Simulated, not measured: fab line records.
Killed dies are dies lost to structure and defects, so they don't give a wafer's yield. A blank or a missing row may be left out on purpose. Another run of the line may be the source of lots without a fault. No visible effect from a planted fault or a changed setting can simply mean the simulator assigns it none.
Chamber matching	flow n5-finfet	rie-diel-05 running N5_HKMG_FIN_STRIP_89: 4 sister chambers
The step strips SOC in N2/H2, time 20 s. 14 wafers are shown with their chamber, then 7 later ones without.

## WAFERS WITH THEIR CHAMBER
wafer	chamber	drypump-motor-current-A (A)	throttle-valve-pct (%)	showerhead-plenum-p-Torr (Torr)
L075.1	1	6.0	18.83	3.31
L075.2	3	5.8	19.21	3.33
L075.3	0	5.1	18.91	3.34
L077.4	1	6.0	18.82	3.30
L077.5	2	5.2	19.06	3.24
L077.6	3	5.7	19.22	3.33
L083.2	2	5.1	19.06	3.23
L083.5	2	5.1	19.07	3.23
L083.6	3	5.8	19.25	3.32
L084.1	1	6.0	18.86	3.30
L084.3	3	5.8	19.26	3.32
L084.6	1	6.0	18.85	3.30
L090.1	0	5.1	18.95	3.32
L090.2	2	5.2	19.10	3.22

SIGNATURES, as means of the wafers listed above
reading	chamber 0	chamber 1	chamber 2	chamber 3	scatter within a chamber
drypump-motor-current-A	5.100	6.000	5.150	5.775	0.0418
throttle-valve-pct	18.9300	18.8400	19.0725	19.2350	0.0214
showerhead-plenum-p-Torr	3.3300	3.3025	3.2300	3.3250	0.00758
Rule: for a wafer and a chamber, the distance is found by dividing, reading by reading, the gap between the wafer's reading and the chamber's mean by the reading's scatter, squaring, summing and taking the root. If the next closest chamber is less than 2 further off than the closest, the wafer can't be placed; otherwise it belongs to the closest. The scatter is the square root of a quotient: the sum, over the shown wafers, of each reading's squared deviation from its chamber's mean, divided by wafers minus chambers.

## WAFERS MISSING THEIR CHAMBER
wafer	drypump-motor-current-A (A)	throttle-valve-pct (%)	showerhead-plenum-p-Torr (Torr)
L090.6	5.1	18.96	3.32
L094.1	5.8	19.28	3.31
L094.5	5.7	19.29	3.31
L094.6	5.1	18.97	3.32
L096.1	5.1	19.11	3.21
L096.2	5.0	18.99	3.32
L096.3	5.8	19.32	3.31

## THE CHAMBER EACH PASSED THROUGH
wafer	from the rows above	in truth
L090.6	0	0
L094.1	3	3
L094.5	3	3
L094.6	0	0
L096.1	2	2
L096.2	0	0
L096.3	3	3
7 of 7 placed correctly. Not placeable from these rows: 0. Wrongly placed: 0.
